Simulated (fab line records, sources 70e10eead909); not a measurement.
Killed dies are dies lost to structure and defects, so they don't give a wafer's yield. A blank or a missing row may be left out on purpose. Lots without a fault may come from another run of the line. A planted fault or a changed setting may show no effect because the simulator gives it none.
Chamber matching | flow nand_harc | NHARC_A_STAIRCASE_DEP_156 on pecvd-04: 3 sister chambers
The step deposits SiNx, target thk 50 nm. 18 wafers are shown with their chamber, then 9 later ones without.

WAFERS WITH THEIR CHAMBER
wafer  | chamber | heater_power_w (W)
L074.3 | 0       | 647
L074.4 | 2       | 702
L074.5 | 1       | 664
L076.1 | 2       | 809
L076.3 | 0       | 744
L076.4 | 2       | 820
L082.3 | 2       | 747
L082.5 | 2       | 736
L082.6 | 1       | 580
L084.2 | 0       | 681
L084.4 | 0       | 713
L084.6 | 2       | 720
L087.2 | 1       | 589
L087.4 | 2       | 794
L087.6 | 1       | 598
L088.1 | 0       | 709
L088.2 | 2       | 771
L088.5 | 2       | 781

SIGNATURES (means of the wafers above)
reading        | chamber 0 | chamber 1 | chamber 2 | scatter within a chamber
heater_power_w | 698.80    | 607.75    | 764.44    | 39.1
Rule: a wafer's distance from a chamber is the root of the sum, over the readings, of the square of ((its reading less the chamber's mean) divided by the reading's scatter). The wafer belongs to the nearest chamber; if the next one is less than 2 further off, it can't be placed. The scatter: the root of (the sum of the squares of (reading less its chamber's mean) over the shown wafers, divided by (wafers less chambers)).

WAFERS WITHOUT THEIR CHAMBER
wafer  | heater_power_w (W)
L091.2 | 636
L091.3 | 574
L091.6 | 625
L092.1 | 600
L092.3 | 816
L092.4 | 616
L097.2 | 571
L097.4 | 683
L097.6 | 697

WHICH CHAMBER EACH WENT THROUGH
wafer  | from the rows above          | in truth
L091.2 | can't be placed: 1 or 0      | 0
L091.3 | 1                            | 1
L091.6 | can't be placed: 1 or 0      | 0
L092.1 | 1                            | 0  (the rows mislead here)
L092.3 | can't be placed: 2 or 0      | 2
L092.4 | can't be placed: 1 or 0      | 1
L097.2 | 1                            | 1
L097.4 | can't be placed: 0 or 1 or 2 | 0
L097.6 | can't be placed: 0 or 2      | 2
Placed correctly: 2 of 9. Can't be placed from these rows: 6 (the true chamber is among the candidates in 6). Placed wrongly: 1.
